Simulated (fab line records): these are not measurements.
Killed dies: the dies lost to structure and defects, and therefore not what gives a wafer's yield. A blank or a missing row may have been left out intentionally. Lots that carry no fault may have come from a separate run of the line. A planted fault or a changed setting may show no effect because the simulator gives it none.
Which tool did it?    flow nandHarc    14 lots with 42 wafers sampled at 4 steps, on a route of 1302 steps

## WHAT EACH GAUGE READ, for each wafer
NHARC_A_ONON_D2_THK_MEAS_02: measures by ellipsometry.
lot   measured      on            thkNm (nm)
L197  day 13 00:26  filmMetro-01  1004 1000 1001
L198  day 13 00:44  filmMetro-01  994 992 994
L200  day 14 03:35  filmMetro-02  1015 1016 1014
L202  day 14 03:56  filmMetro-01  988 990 989
L201  day 14 03:46  filmMetro-01  994 994 993
L203  day 14 15:46  filmMetro-02  993 994 993
L205  day 15 03:50  filmMetro-01  1011 1010 1009
L209  day 17 04:47  filmMetro-02  1074 1073 1074
L210  day 18 05:28  filmMetro-02  1076 1073 1075
L216  day 20 10:29  filmMetro-02  1005 1006 1006
L217  day 21 06:10  filmMetro-01  1003 1003 1003
L219  day 21 06:10  filmMetro-02  988 987 987
L218  day 21 12:53  filmMetro-01  1002 1002 1005
L220  day 22 01:42  filmMetro-02  999 999 999

## WHICH TOOL RAN EACH LOT (tool, then ch and the chambers of the sampled wafers, then the start)
lot   NHARC_A_CHANNEL_FILL_D1_ALD_02   NHARC_A_DECK1_JOINT_CMP_02     NHARC_A_ONON_D2_DEP_00
L197  aldHk-04 ch 0,1,3, day 9 14:01   cmp-03 ch 1,3, day 12 23:10    pecvdOnon-01 ch 0, day 12 23:56
L198  aldHk-01 ch 1,2, day 9 17:28     cmp-04 ch 0,1,2, day 12 23:13  pecvdOnon-02 ch 0, day 13 00:17
L200  aldHk-04 ch 0,1,3, day 10 10:13  cmp-04 ch 1,2,3, day 14 02:19  pecvdOnon-02 ch 0, day 14 03:08
L202  aldHk-01 ch 0,1,2, day 10 16:35  cmp-02 ch 0,1,3, day 14 02:24  pecvdOnon-02 ch 0, day 14 03:26
L201  aldHk-01 ch 1,3, day 10 17:08    cmp-03 ch 0,1,2, day 14 02:20  pecvdOnon-01 ch 0, day 14 03:22
L203  aldHk-04 ch 0,2, day 11 04:05    cmp-03 ch 0,2, day 14 14:30    pecvdOnon-04 ch 0, day 14 15:14
L205  aldHk-01 ch 0,1, day 11 18:56    cmp-03 ch 0,1,2, day 15 02:24  pecvdOnon-04 ch 0, day 15 03:20
L209  aldHk-04 ch 1,2,3, day 13 17:25  cmp-02 ch 0,1,2, day 17 03:29  pecvdOnon-04 ch 0, day 17 04:16
L210  aldHk-02 ch 0,1,3, day 14 17:37  cmp-04 ch 0,2,3, day 18 04:06  pecvdOnon-04 ch 0, day 18 04:58
L216  aldHk-02 ch 0,1,2, day 16 18:25  cmp-03 ch 1,2, day 20 09:03    pecvdOnon-02 ch 0, day 20 10:02
L217  aldHk-01 ch 0,1,3, day 17 22:35  cmp-02 ch 1,2,3, day 21 04:53  pecvdOnon-02 ch 0, day 21 05:40
L219  aldHk-02 ch 0,1,3, day 18 00:08  cmp-04 ch 0,1,2, day 21 04:53  pecvdOnon-04 ch 0, day 21 05:43
L218  aldHk-04 ch 1,2,3, day 18 03:04  cmp-02 ch 0,1, day 21 11:36    pecvdOnon-01 ch 0, day 21 12:29
L220  aldHk-01 ch 1,2, day 18 11:17    cmp-04 ch 0,2,3, day 22 00:25  pecvdOnon-04 ch 0, day 22 01:11
- NHARC_A_CHANNEL_FILL_D1_ALD_02: deposits SiO2, target thk 6 nm, pulse time 10 s, ald cycles 60.
- NHARC_A_DECK1_JOINT_CMP_02: polishes SiOx.
- NHARC_A_ONON_D2_DEP_00: target thk 1000 nm.

## AS READ BY THE TOOLS THEMSELVES (means over the sampled wafers that have a number; for cases with no such wafer, the mark the record gives instead)
NHARC_A_CHANNEL_FILL_D1_ALD_02.
lot   tool      heaterPowerOuterW (W)  heaterPowerW (W)  precursorPulseHeightRel
L197  aldHk-04  286                    524               0.998
L198  aldHk-01  224                    431               0.988
L200  aldHk-04  286                    515               1.010
L202  aldHk-01  268                    505               1.015
L201  aldHk-01  226                    407               1.016
L203  aldHk-04  324                    569               0.997
L205  aldHk-01  275                    501               1.004
L209  aldHk-04  259                    460               0.978
L210  aldHk-02  262                    471               1.002
L216  aldHk-02  280                    513               1.021
L217  aldHk-01  271                    494               0.999
L219  aldHk-02  261                    474               0.994
L218  aldHk-04  262                    468               0.997
L220  aldHk-01  237                    447               1.011

NHARC_A_DECK1_JOINT_CMP_02.
lot   tool    motorCurrentA (A)
L197  cmp-03  11.8
L198  cmp-04  12.2
L200  cmp-04  13.4
L202  cmp-02  12.0
L201  cmp-03  13.5
L203  cmp-03  13.0
L205  cmp-03  13.5
L209  cmp-02  11.8
L210  cmp-04  12.3
L216  cmp-03  13.3
L217  cmp-02  12.4
L219  cmp-04  12.0
L218  cmp-02  11.8
L220  cmp-04  12.4

NHARC_A_ONON_D2_DEP_00.
lot   tool          n2oFlowSccm (sccm)
L197  pecvdOnon-01  2003
L198  pecvdOnon-02  2004
L200  pecvdOnon-02  1999
L202  pecvdOnon-02  2001
L201  pecvdOnon-01  1998
L203  pecvdOnon-04  2001
L205  pecvdOnon-04  2006
L209  pecvdOnon-04  1998
L210  pecvdOnon-04  2001
L216  pecvdOnon-02  1999
L217  pecvdOnon-02  1999
L219  pecvdOnon-04  2011
L218  pecvdOnon-01  1997
L220  pecvdOnon-04  1998

## THE ANSWER, worked out from the rows above alone
Rule: what is usual is taken from the lots themselves. The widest of any qualifying gaps counts: lots, ordered by their means at a reading, are off when they make up no more than a third of the lots, leave a main group of 4 or more, and stand apart from it by 3 or more times the standard deviation of that group's means. A main group is skipped when, at the precision printed for the reading in the tables above, its means are all equal. A lot without any number at a reading at which 4 lots or more have one is off too. The other lots that the step has rows for count as sound. The gauges are gone through in route order, then the tools' own readings, and for those a lot's mean is taken as printed above. At the first step where some lot is off, the reading lying furthest off is the one used; lots without a number count as furthest.
Off, at NHARC_A_ONON_D2_THK_MEAS_02 on thkNm: L209, L210. Mean 1000 nm and standard deviation 8.1 in the main group.
A tool fits if, at a process step before that reading, it ran every lot that is off, and no sound lot after the first of them. The gauges at NHARC_A_ONON_D2_THK_MEAS_02 are tried like those tools. Not one of the candidates tried fits.

## WHAT THE SIMULATOR HAD PUT IN
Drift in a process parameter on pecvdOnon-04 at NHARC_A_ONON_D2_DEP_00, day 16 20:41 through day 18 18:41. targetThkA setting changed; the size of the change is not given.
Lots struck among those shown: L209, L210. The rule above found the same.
